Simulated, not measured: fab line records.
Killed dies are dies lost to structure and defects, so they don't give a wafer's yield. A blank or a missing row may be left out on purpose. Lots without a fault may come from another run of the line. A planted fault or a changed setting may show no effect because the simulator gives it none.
Which tool did it?	flow n5_finfet	22 lots with 66 wafers sampled at 6 steps, on a route of 1938 steps

WHAT EACH GAUGE READ, for each wafer
The record holds no reading of a measuring or inspecting step that can be judged against a usual standard deviation.

WHICH TOOL RAN EACH LOT (tool, then ch and the chambers of the sampled wafers, then the start)
lot	N5_BEOL_M5_ETCH_61	N5_BEOL_M5_ETCH_62	N5_BEOL_M5_ETCH_68	N5_BEOL_M5_STRIP_91	N5_BEOL_M5_DEGAS_44	N5_BEOL_M5_SURFACE_TREAT_87
L076	rie_diel-06 ch 0,3, day 12 05:19	rie_diel-06 ch 0,3, day 12 05:20	rie_diel-06 ch 0,1, day 12 07:04	rie_diel-06 ch 0,1, day 12 08:38 or earlier	pvd_sputter-03, day 12 08:38	pvd_sputter-02, day 12 09:05
L074	rie_diel-02 ch 2,3, day 12 09:34	rie_diel-02 ch 2,3, day 12 09:36	rie_diel-02 ch 0,1,2, day 12 12:27	rie_diel-02 ch 0,1,2, day 12 13:25 or earlier	pvd_sputter-01, day 12 13:25	pvd_sputter-01, day 12 13:49
L075	rie_diel-03 ch 1,2, day 12 13:17	rie_diel-03 ch 1,2, day 12 13:19	rie_diel-06 ch 2,3, day 12 16:46	rie_diel-06 ch 2,3, day 12 17:53 or earlier	pvd_sputter-03, day 12 17:53	pvd_sputter-03, day 12 18:19
L077	rie_diel-03 ch 2,3, day 12 17:43	rie_diel-03 ch 2,3, day 12 17:44	rie_diel-02 ch 0,1, day 12 21:14	rie_diel-02 ch 0,1, day 12 22:30 or earlier	pvd_sputter-01, day 12 22:30	pvd_sputter-01, day 12 22:51
L078	rie_diel-06 ch 1,3, day 12 18:04	rie_diel-06 ch 1,3, day 12 18:06	rie_diel-03 ch 0,2,3, day 12 21:17	rie_diel-03 ch 0,2,3, day 12 22:35 or earlier	pvd_sputter-01, day 12 22:35	pvd_sputter-01, day 12 22:58
L079	rie_diel-02 ch 1,3, day 12 20:10	rie_diel-02 ch 1,3, day 12 20:11	rie_diel-03 ch 0,3, day 12 21:44	rie_diel-03 ch 0,3, day 12 22:36 or earlier	pvd_sputter-03, day 12 22:36	pvd_sputter-03, day 12 23:07
L081	rie_diel-06 ch 2,3, day 13 13:58	rie_diel-06 ch 2,3, day 13 13:59	rie_diel-02 ch 0,2, day 13 16:06	rie_diel-02 ch 0,2, day 13 17:11 or earlier	pvd_sputter-02, day 13 17:11	pvd_sputter-02, day 13 17:44
L080	rie_diel-02 ch 1,2, day 13 20:41	rie_diel-02 ch 1,2, day 13 20:43	rie_diel-06 ch 0,2,3, day 13 23:50	rie_diel-06 ch 0,2,3, day 14 00:48 or earlier	pvd_sputter-01, day 14 00:48	pvd_sputter-03, day 14 01:22
L082	rie_diel-06 ch 1,2, day 14 00:12	rie_diel-06 ch 1,2, day 14 00:14	rie_diel-03 ch 0,3, day 14 03:27	rie_diel-03 ch 0,3, day 14 04:37 or earlier	pvd_sputter-02, day 14 04:37	pvd_sputter-01, day 14 06:19
L083	rie_diel-06 ch 0,1,2, day 14 01:10	rie_diel-06 ch 0,1,2, day 14 01:12	rie_diel-02 ch 1,2, day 14 03:24	rie_diel-02 ch 1,2, day 14 04:18 or earlier	pvd_sputter-02, day 14 04:18	pvd_sputter-02, day 14 04:41
L085	rie_diel-03 ch 0,1,3, day 14 08:10	rie_diel-03 ch 0,1,3, day 14 08:11	rie_diel-06 ch 0,1, day 14 09:37	rie_diel-06 ch 0,1, day 14 11:01 or earlier	pvd_sputter-01, day 14 11:01	pvd_sputter-01, day 14 11:25
L084	rie_diel-06 ch 0,3, day 14 15:08	rie_diel-06 ch 0,3, day 14 15:10	rie_diel-02 ch 2,3, day 14 16:19	rie_diel-02 ch 2,3, day 14 18:01 or earlier	pvd_sputter-03, day 14 18:01	pvd_sputter-02, day 14 18:26
L086	rie_diel-03 ch 1,2,3, day 14 18:48	rie_diel-03 ch 1,2,3, day 14 18:50	rie_diel-03 ch 0,3, day 14 20:05	rie_diel-03 ch 0,3, day 14 21:21 or earlier	pvd_sputter-03, day 14 21:21	pvd_sputter-02, day 14 21:49
L089	rie_diel-03 ch 0,2,3, day 15 11:59	rie_diel-03 ch 0,2,3, day 15 12:00	rie_diel-02 ch 0,2,3, day 15 14:07	rie_diel-02 ch 0,2,3, day 15 14:59 or earlier	pvd_sputter-03, day 15 14:59	pvd_sputter-02, day 15 15:27
L088	rie_diel-02 ch 0,3, day 15 18:14	rie_diel-02 ch 0,3, day 15 18:16	rie_diel-06 ch 0,1, day 15 23:03	rie_diel-06 ch 0,1, day 16 00:07 or earlier	pvd_sputter-02, day 16 00:07	pvd_sputter-02, day 16 00:38
L090	rie_diel-02 ch 0,3, day 16 02:40	rie_diel-02 ch 0,3, day 16 02:41	rie_diel-06 ch 0,1, day 16 06:46	rie_diel-06 ch 0,1, day 16 07:52 or earlier	pvd_sputter-03, day 16 07:52	pvd_sputter-01, day 16 08:29
L092	rie_diel-02 ch 2,3, day 16 02:57	rie_diel-02 ch 2,3, day 16 02:59	rie_diel-03 ch 1,3, day 16 05:44	rie_diel-03 ch 1,3, day 16 06:56 or earlier	pvd_sputter-03, day 16 06:56	pvd_sputter-03, day 16 07:21
L093	rie_diel-02 ch 0,3, day 16 21:10	rie_diel-02 ch 0,3, day 16 21:11	rie_diel-03 ch 0,3, day 17 00:07	rie_diel-03 ch 0,3, day 17 01:09 or earlier	pvd_sputter-03, day 17 01:09	pvd_sputter-03, day 17 01:29
L094	rie_diel-03 ch 1,2,3, day 17 06:06	rie_diel-03 ch 1,2,3, day 17 06:08	rie_diel-02 ch 1,3, day 17 06:59	rie_diel-02 ch 1,3, day 17 08:01 or earlier	pvd_sputter-03, day 17 08:01	pvd_sputter-03, day 17 08:38
L095	rie_diel-02 ch 0,1, day 17 06:08	rie_diel-02 ch 0,1, day 17 06:10	rie_diel-06 ch 1,2, day 17 07:05	rie_diel-06 ch 1,2, day 17 08:14 or earlier	pvd_sputter-01, day 17 08:14	pvd_sputter-03, day 17 08:49
L096	rie_diel-03 ch 1,2,3, day 17 08:03	rie_diel-03 ch 1,2,3, day 17 08:05	rie_diel-06 ch 0,1, day 17 11:28	rie_diel-06 ch 0,1, day 17 12:56 or earlier	pvd_sputter-01, day 17 12:56	pvd_sputter-01, day 17 13:26
L097	rie_diel-02 ch 1,2,3, day 17 22:08	rie_diel-02 ch 1,2,3, day 17 22:10	rie_diel-03 ch 1,2,3, day 17 23:10	rie_diel-03 ch 1,2,3, day 18 00:04 or earlier	pvd_sputter-01, day 18 00:04	pvd_sputter-03, day 18 00:53
- N5_BEOL_M5_ETCH_61: etches SiARC in CF4, target depth 15.6 nm, time 26 s.
- N5_BEOL_M5_ETCH_62: etches SOC in N2/H2, target depth 75 nm, overetch 15 nm, time 112.5 s.
- N5_BEOL_M5_ETCH_68: etches SOC in N2/H2, target depth 80 nm, overetch 16 nm, time 120 s.
- N5_BEOL_M5_STRIP_91: strips in N2/H2, time 10 s.
- N5_BEOL_M5_DEGAS_44: time 60 s.
- N5_BEOL_M5_SURFACE_TREAT_87

WHAT THE TOOLS THEMSELVES READ (means of the sampled wafers that have a number; where no wafer has one, the mark that the record gives instead)
N5_BEOL_M5_ETCH_61.
lot	tool	drypump_motor_current_A (A)	etch_rf_on_time_s (s)	oes_product_au (a.u.)	rf_vpp_V (V)	showerhead_plenum_p_Torr (Torr)	throttle_valve_pct (%)
L076	rie_diel-06	5.6	25.8	0.79	183.5	2.17	15.4
L074	rie_diel-02	5.7	26.8	0.62	183.7	2.11	15.8
L075	rie_diel-03	5.9	25.6	0.60	184.1	2.13	15.6
L077	rie_diel-03	6.3	27.1	0.61	184.1	2.11	15.6
L078	rie_diel-06	5.4	25.9	0.74	184.6	2.22	15.9
L079	rie_diel-02	5.2	25.8	0.68	184.9	2.23	15.5
L081	rie_diel-06	5.5	26.3	0.72	185.2	2.26	15.7
L080	rie_diel-02	5.5	26.5	0.60	183.0	2.08	16.1
L082	rie_diel-06	5.7	26.5	0.61	184.2	2.16	15.6
L083	rie_diel-06	5.7	25.8	0.67	183.8	2.13	15.6
L085	rie_diel-03	5.9	25.9	0.73	184.2	2.15	15.5
L084	rie_diel-06	5.6	25.8	0.76	183.5	2.17	15.5
L086	rie_diel-03	6.1	26.2	0.68	184.0	2.12	15.5
L089	rie_diel-03	5.9	26.0	0.64	183.7	2.09	15.6
L088	rie_diel-02	5.7	25.2	0.67	183.6	2.14	15.7
L090	rie_diel-02	5.7	25.4	0.67	184.9	2.14	15.7
L092	rie_diel-02	5.5	26.4	0.64	184.7	2.18	15.6
L093	rie_diel-02	5.5	25.7	0.67	184.0	2.19	15.5
L094	rie_diel-03	6.1	25.9	0.74	184.5	2.20	15.3
L095	rie_diel-02	5.5	25.2	0.65	183.4	2.10	15.9
L096	rie_diel-03	6.1	26.1	0.73	184.3	2.20	15.3
L097	rie_diel-02	5.3	26.4	0.70	184.2	2.23	15.7

N5_BEOL_M5_ETCH_62.
lot	tool	drypump_motor_current_A (A)	n2_flow_sccm (sccm)	oes_product_au (a.u.)	rf_vpp_V (V)	showerhead_plenum_p_Torr (Torr)	throttle_valve_pct (%)
L076	rie_diel-06	5.6	199.8	0.72	524	2.56	17.54
L074	rie_diel-02	5.7	200.1	0.58	522	2.51	17.98
L075	rie_diel-03	5.9	200.6	0.56	523	2.54	17.79
L077	rie_diel-03	6.3	200.4	0.57	523	2.49	17.66
L078	rie_diel-06	5.5	199.4	0.68	526	2.62	18.08
L079	rie_diel-02	5.2	200.0	0.63	527	2.63	17.72
L081	rie_diel-06	5.5	200.1	0.67	527	2.68	17.89
L080	rie_diel-02	5.5	200.5	0.56	522	2.45	18.17
L082	rie_diel-06	5.8	200.3	0.57	524	2.55	17.69
L083	rie_diel-06	5.7	200.5	0.62	522	2.50	17.62
L085	rie_diel-03	5.9	200.2	0.68	524	2.53	17.59
L084	rie_diel-06	5.6	200.7	0.70	524	2.55	17.58
L086	rie_diel-03	6.1	199.7	0.63	523	2.51	17.59
L089	rie_diel-03	5.9	200.1	0.59	522	2.46	17.69
L088	rie_diel-02	5.7	200.4	0.62	523	2.51	17.67
L090	rie_diel-02	5.7	200.3	0.61	524	2.51	17.67
L092	rie_diel-02	5.5	199.9	0.60	525	2.59	17.81
L093	rie_diel-02	5.5	199.9	0.61	525	2.58	17.63
L094	rie_diel-03	6.1	199.5	0.69	525	2.61	17.47
L095	rie_diel-02	5.5	200.3	0.59	521	2.45	17.88
L096	rie_diel-03	6.1	200.7	0.68	525	2.61	17.48
L097	rie_diel-02	5.3	200.1	0.66	526	2.63	17.89

N5_BEOL_M5_ETCH_68.
lot	tool	drypump_motor_current_A (A)	n2_flow_sccm (sccm)	oes_product_au (a.u.)	rf_vpp_V (V)	showerhead_plenum_p_Torr (Torr)	throttle_valve_pct (%)
L076	rie_diel-06	5.7	199.9	0.62	521.2	2.43	17.8
L074	rie_diel-02	5.5	200.6	0.58	521.7	2.46	18.0
L075	rie_diel-06	5.7	199.7	0.60	527.9	2.66	17.7
L077	rie_diel-02	5.1	200.0	0.58	523.3	2.49	18.0
L078	rie_diel-03	5.9	199.5	0.59	521.6	2.47	17.6
L079	rie_diel-03	5.6	199.7	0.64	523.3	2.50	17.6
L081	rie_diel-02	5.8	199.9	0.56	521.0	2.43	18.0
L080	rie_diel-06	5.6	200.2	0.64	525.1	2.60	17.6
L082	rie_diel-03	5.6	200.0	0.63	522.9	2.49	17.7
L083	rie_diel-02	5.2	199.8	0.56	522.6	2.49	18.1
L085	rie_diel-06	5.7	199.8	0.60	521.5	2.42	17.8
L084	rie_diel-02	5.7	200.1	0.56	523.0	2.50	18.0
L086	rie_diel-03	6.1	200.1	0.59	523.1	2.51	17.7
L089	rie_diel-02	5.7	200.0	0.58	522.4	2.51	17.8
L088	rie_diel-06	5.7	200.6	0.63	521.1	2.45	17.6
L090	rie_diel-06	5.7	199.9	0.59	521.1	2.42	17.8
L092	rie_diel-03	6.3	199.9	0.61	523.7	2.55	17.6
L093	rie_diel-03	5.6	199.8	0.61	523.1	2.48	17.7
L094	rie_diel-02	5.0	199.7	0.57	524.6	2.56	18.0
L095	rie_diel-06	5.8	199.7	0.53	524.0	2.54	17.7
L096	rie_diel-06	5.7	200.0	0.59	520.5	2.41	17.8
L097	rie_diel-03	6.1	200.0	0.65	525.4	2.61	17.5

N5_BEOL_M5_STRIP_91.
lot	tool	drypump_motor_current_A (A)	n2_flow_sccm (sccm)	oes_product_au (a.u.)	rf_vpp_V (V)	showerhead_plenum_p_Torr (Torr)	throttle_valve_pct (%)
L076	rie_diel-06	5.6	200.2	0.81	58.9	2.42	23.5
L074	rie_diel-02	5.5	199.7	0.74	58.3	2.46	23.8
L075	rie_diel-06	5.7	199.6	0.77	60.1	2.65	23.5
L077	rie_diel-02	5.1	200.1	0.77	59.7	2.49	23.8
L078	rie_diel-03	5.9	200.0	0.77	58.5	2.47	23.3
L079	rie_diel-03	5.6	199.9	0.84	59.7	2.49	23.3
L081	rie_diel-02	5.8	199.5	0.71	58.6	2.42	23.7
L080	rie_diel-06	5.7	199.8	0.83	59.9	2.60	23.4
L082	rie_diel-03	5.6	200.0	0.82	59.5	2.49	23.3
L083	rie_diel-02	5.2	200.4	0.71	59.5	2.48	23.9
L085	rie_diel-06	5.6	199.9	0.80	59.3	2.42	23.5
L084	rie_diel-02	5.7	200.7	0.71	57.9	2.50	23.7
L086	rie_diel-03	6.1	200.1	0.76	59.2	2.50	23.3
L089	rie_diel-02	5.7	200.7	0.74	58.6	2.50	23.6
L088	rie_diel-06	5.7	200.0	0.83	58.7	2.44	23.3
L090	rie_diel-06	5.6	199.9	0.78	58.3	2.41	23.6
L092	rie_diel-03	6.3	199.8	0.78	58.9	2.54	23.3
L093	rie_diel-03	5.7	200.4	0.80	59.6	2.48	23.4
L094	rie_diel-02	5.0	200.6	0.74	59.0	2.56	23.9
L095	rie_diel-06	5.8	200.0	0.69	60.0	2.54	23.4
L096	rie_diel-06	5.6	199.7	0.77	58.6	2.41	23.6
L097	rie_diel-03	6.1	201.0	0.83	59.7	2.60	23.2

N5_BEOL_M5_DEGAS_44.
lot	tool	heater_power_w (W)
L076	pvd_sputter-03	341
L074	pvd_sputter-01	340
L075	pvd_sputter-03	356
L077	pvd_sputter-01	300
L078	pvd_sputter-01	330
L079	pvd_sputter-03	350
L081	pvd_sputter-02	295
L080	pvd_sputter-01	338
L082	pvd_sputter-02	332
L083	pvd_sputter-02	324
L085	pvd_sputter-01	289
L084	pvd_sputter-03	309
L086	pvd_sputter-03	334
L089	pvd_sputter-03	345
L088	pvd_sputter-02	336
L090	pvd_sputter-03	323
L092	pvd_sputter-03	325
L093	pvd_sputter-03	321
L094	pvd_sputter-03	322
L095	pvd_sputter-01	336
L096	pvd_sputter-01	331
L097	pvd_sputter-01	301

THE ANSWER, worked out from the rows above alone
Rule: usual is defined by the lots themselves. The widest of any qualifying gaps counts: lots, ordered by their means at a reading, are off when they make up no more than a third of the lots, leave a main group of 4 or more, and stand apart from it by 3 or more times the standard deviation of that group's means. If all means in a main group match to the digits the tables above print for the reading, that group is not used. A lot without any number at a reading at which 4 lots or more have one is off too. The other lots that the step has rows for count as sound. The gauges are gone through in route order, then the tools' own readings, and for those a lot's mean is taken as printed above. At the first step where some lot is off, the reading lying furthest off is the one used; lots without a number count as furthest.
No lot is off on any of the readings shown, so nothing can be concluded from this.

WHAT WAS PUT IN BY THE SIMULATOR
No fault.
